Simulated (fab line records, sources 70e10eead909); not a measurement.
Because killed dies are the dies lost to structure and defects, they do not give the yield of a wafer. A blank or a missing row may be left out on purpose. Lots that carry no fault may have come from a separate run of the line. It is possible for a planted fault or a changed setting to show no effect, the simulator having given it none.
Which tool was responsible? | flow nand harc | Sampling: 14 lots, 42 wafers, 4 of 1159 route steps

## WHAT THE GAUGES READ, wafer by wafer
NHARC_P_CONTACT_CD_MEAS_12 targets a cd of 90 nm.
lot  | measured     | on        | cd nm (nm)
L222 | day 5 12:38  | cd sem-03 | 91.0 90.5 90.6
L224 | day 6 04:43  | cd sem-03 | 90.5 91.3 90.4
L223 | day 6 05:34  | cd sem-01 | 89.4 90.2 90.2
L225 | day 6 15:41  | cd sem-03 | 89.3 89.4 89.4
L227 | day 6 21:55  | cd sem-03 | 90.3 107.5 91.3
L229 | day 7 08:11  | cd sem-01 | 90.4 89.9 90.4
L231 | day 7 18:26  | cd sem-02 | 90.2 105.7 106.8
L237 | day 9 05:42  | cd sem-03 | 90.3 89.9 89.2
L238 | day 9 16:22  | cd sem-03 | 90.1 89.9 89.9
L241 | day 10 02:46 | cd sem-02 | 90.2 90.2 90.1
L242 | day 10 10:15 | cd sem-03 | 89.6 90.1 89.7
L243 | day 10 20:26 | cd sem-03 | 90.3 90.0 90.3
L244 | day 10 21:08 | cd sem-01 | 89.7 89.4 89.7
L245 | day 11 13:32 | cd sem-03 | 90.3 90.1 89.9

NHARC_P_CONTACT_INSPECT_14.
lot  | measured     | on                | raw defect count
L222 | day 5 12:45  | defect inspect-02 | 4 3 3
L224 | day 6 04:50  | defect inspect-02 | 1 4 4
L223 | day 6 05:41  | defect inspect-02 | 4 3 2
L225 | day 6 15:49  | defect inspect-02 | 2 5 1
L227 | day 6 22:02  | defect inspect-01 | 7 6 6
L229 | day 7 08:18  | defect inspect-02 | 1 0 0
L231 | day 7 18:33  | defect inspect-01 | 3 0 3
L237 | day 9 05:49  | defect inspect-01 | 3 2 4
L238 | day 9 16:30  | defect inspect-02 | 6 9 6
L241 | day 10 02:53 | defect inspect-02 | 11 7 7
L242 | day 10 10:23 | defect inspect-01 | 2 1 6
L243 | day 10 20:34 | defect inspect-02 | 5 3 0
L244 | day 10 21:16 | defect inspect-02 | 2 4 1
L245 | day 11 13:40 | defect inspect-01 | 4 2 5

## WHAT TOOL EACH LOT RAN ON (gives the tool, then ch and the chambers of the sampled wafers, and finally the start)
lot  | NHARC_P_CONTACT_CMP_01        | NHARC_P_CONTACT_PEB_10
L222 | cmp-02 ch 1,3, day 5 11:55    | litho track-04 ch 0, day 5 12:32
L224 | cmp-02 ch 1,2, day 6 04:01    | litho track-04 ch 0, day 6 04:38
L223 | cmp-04 ch 1,3, day 6 04:45    | litho track-06 ch 0, day 6 05:28
L225 | cmp-02 ch 1,2, day 6 14:53    | litho track-04 ch 0, day 6 15:37
L227 | cmp-02 ch 0,2, day 6 21:13    | litho track-06 ch 0, day 6 21:50
L229 | cmp-04 ch 0,2, day 7 07:29    | litho track-01 ch 0, day 7 08:06
L231 | cmp-04 ch 0,2,3, day 7 17:43  | litho track-06 ch 0, day 7 18:21
L237 | cmp-04 ch 1,2,3, day 9 05:01  | litho track-01 ch 0, day 9 05:37
L238 | cmp-02 ch 0,2, day 9 15:41    | litho track-04 ch 0, day 9 16:17
L241 | cmp-03 ch 0,1,3, day 10 01:56 | litho track-04 ch 0, day 10 02:41
L242 | cmp-03 ch 0,1, day 10 09:27   | litho track-01 ch 0, day 10 10:10
L243 | cmp-04 ch 0,3, day 10 19:44   | litho track-06 ch 0, day 10 20:22
L244 | cmp-02 ch 1,2,3, day 10 20:17 | litho track-06 ch 0, day 10 21:03
L245 | cmp-04 ch 1,3, day 11 12:43   | litho track-06 ch 0, day 11 13:28
- NHARC_P_CONTACT_CMP_01: polishes SiO2, target thk 200 nm.
- NHARC_P_CONTACT_PEB_10: peb time 65 s.

## AS READ BY THE TOOLS THEMSELVES (means over the sampled wafers that have a number; for cases with no such wafer, the mark the record gives instead)
NHARC_P_CONTACT_CMP_01.
lot  | tool   | edge zone pressure frac | motor current A (A) | slurry filter dp kPa (kPa)
L222 | cmp-02 | 0.998                   | 12.9                | 13.51
L224 | cmp-02 | 1.003                   | 12.3                | 13.55
L223 | cmp-04 | 1.002                   | 14.0                | 13.53
L225 | cmp-02 | 1.003                   | 11.6                | 13.48
L227 | cmp-02 | 0.998                   | 11.7                | 13.54
L229 | cmp-04 | 1.007                   | 14.1                | 13.38
L231 | cmp-04 | 0.999                   | 12.9                | 13.46
L237 | cmp-04 | 1.004                   | 12.5                | 13.40
L238 | cmp-02 | 1.003                   | 11.7                | 13.56
L241 | cmp-03 | 0.992                   | 14.1                | 13.46
L242 | cmp-03 | 0.998                   | 14.3                | 13.67
L243 | cmp-04 | 0.998                   | 12.7                | 13.37
L244 | cmp-02 | 0.999                   | 12.2                | 13.53
L245 | cmp-04 | 1.008                   | 13.8                | 13.53

NHARC_P_CONTACT_PEB_10.
lot  | tool           | chill plate temp C (C)
L222 | litho track-04 | 22.94
L224 | litho track-04 | 22.96
L223 | litho track-06 | 22.97
L225 | litho track-04 | 22.91
L227 | litho track-06 | 23.04
L229 | litho track-01 | 22.95
L231 | litho track-06 | 23.03
L237 | litho track-01 | 23.09
L238 | litho track-04 | 23.04
L241 | litho track-04 | 23.02
L242 | litho track-01 | 23.06
L243 | litho track-06 | 23.08
L244 | litho track-06 | 22.99
L245 | litho track-06 | 23.00

## THE ANSWER, worked out from the rows above alone
Rule: usual is defined by the lots themselves. The widest of any qualifying gaps counts: lots, ordered by their means at a reading, are off when they make up no more than a third of the lots, leave a main group of 4 or more, and stand apart from it by 3 or more times the standard deviation of that group's means. The tables above print the reading to a certain number of digits; a main group whose means all agree to those digits is not used. Also off: a lot with no number at a reading for which 4 or more lots have one. The other lots that the step has rows for count as sound. The gauges are gone through in route order, then the tools' own readings, and for those a lot's mean is taken as printed above. The first step at which some lot is off is used, and at that step the reading that is off furthest; a lot without a number counts as furthest.
Off at NHARC_P_CONTACT_CD_MEAS_12 (cd nm): L227, L231. Main group: mean 90.0 nm, sd 0.38.
If a tool, at a process step before that reading, ran all the lots that are off and no sound lot after the first of them, it fits. Those tools and the gauges at NHARC_P_CONTACT_CD_MEAS_12 are tried in the same way. No candidate that was tried fits.

## WHAT THE SIMULATOR HAD INSERTED
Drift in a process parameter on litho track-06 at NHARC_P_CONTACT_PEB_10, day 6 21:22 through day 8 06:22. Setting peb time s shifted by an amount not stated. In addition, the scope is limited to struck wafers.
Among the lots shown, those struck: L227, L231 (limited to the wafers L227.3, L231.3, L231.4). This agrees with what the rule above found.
